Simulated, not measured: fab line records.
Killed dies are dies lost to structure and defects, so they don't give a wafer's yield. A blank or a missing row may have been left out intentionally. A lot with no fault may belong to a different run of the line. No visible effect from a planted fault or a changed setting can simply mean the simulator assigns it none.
Check for tools in common / flow nandHarc / Lots sampled 2, wafers sampled 6

== REASON FOR OPENING ==
At NHARC_END_SORT_01 the reading killedAtPeriphery is flagged on 2 of 2 lots. Fault-free wafers read 3.5, with a standard deviation of 2.5.
Rule: a lot is flagged in two cases, either no wafer of it has a number, or all its wafers with numbers fall more than 4 standard deviations from that mean. All remaining lots are regarded as sound.

lot=L953; measured=day 25 19:09; on=prober-02; killedAtPeriphery, wafer by wafer=590 603 595; flag=FLAGGED
lot=L954; measured=day 25 19:49; on=prober-01; killedAtPeriphery, wafer by wafer=633 629 618; flag=FLAGGED
The numbers of the flagged lots are 611.3 on average: +607.8 against the usual, or +99 or more standard deviations.

== WHICH TOOL EACH LOT WENT THROUGH ==
The record holds 2 process steps before the reading, out of a route of 1302 steps. In each cell: the tool, then ch and the chambers that the sampled wafers went through, then the start.
lot=L953; flag=FLAGGED; NHARC_P_STI_HDPCVD_20=hdpcvd-01 ch 0,1, day 4 22:06; NHARC_THIN_TSV_DEGAS_53=no row
lot=L954; flag=FLAGGED; NHARC_P_STI_HDPCVD_20=hdpcvd-01 ch 0,1, day 5 08:38; NHARC_THIN_TSV_DEGAS_53=no row
What these steps do:
- NHARC_P_STI_HDPCVD_20: deposits SiO2.
- NHARC_THIN_TSV_DEGAS_53: time 60 s.
- NHARC_END_SORT_01

== FLAGGED AGAINST TOTAL, ONE TOOL AT A TIME (gauges that did the reading follow at the end) ==
step=NHARC_P_STI_HDPCVD_20; tool=hdpcvd-01; lots run=2; flagged=2; share of the flagged lots=all; sound lots run after its first flagged lot=0
step=NHARC_END_SORT_01; tool=prober-01; lots run=1; flagged=1; share of the flagged lots=some; sound lots run after its first flagged lot=0
step=NHARC_END_SORT_01; tool=prober-02; lots run=1; flagged=1; share of the flagged lots=some; sound lots run after its first flagged lot=0

== THE TABLE: WHAT IT ALLOWS ==
1 row of the table ran every flagged lot: hdpcvd-01 at NHARC_P_STI_HDPCVD_20.
- hdpcvd-01 at NHARC_P_STI_HDPCVD_20 ran 2 lots, 2 of them flagged. It ran no sound lot before its first flagged lot in this sample, so the start can't be narrowed down.
hdpcvd-01 at NHARC_P_STI_HDPCVD_20 is the single tool remaining.

== WHAT WAS PUT IN BY THE SIMULATOR ==
At NHARC_P_STI_HDPCVD_20, the step was skipped entirely on hdpcvd-01 from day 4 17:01 on. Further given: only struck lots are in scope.
Struck lots among those shown: L953, L954. The rule above found the same.
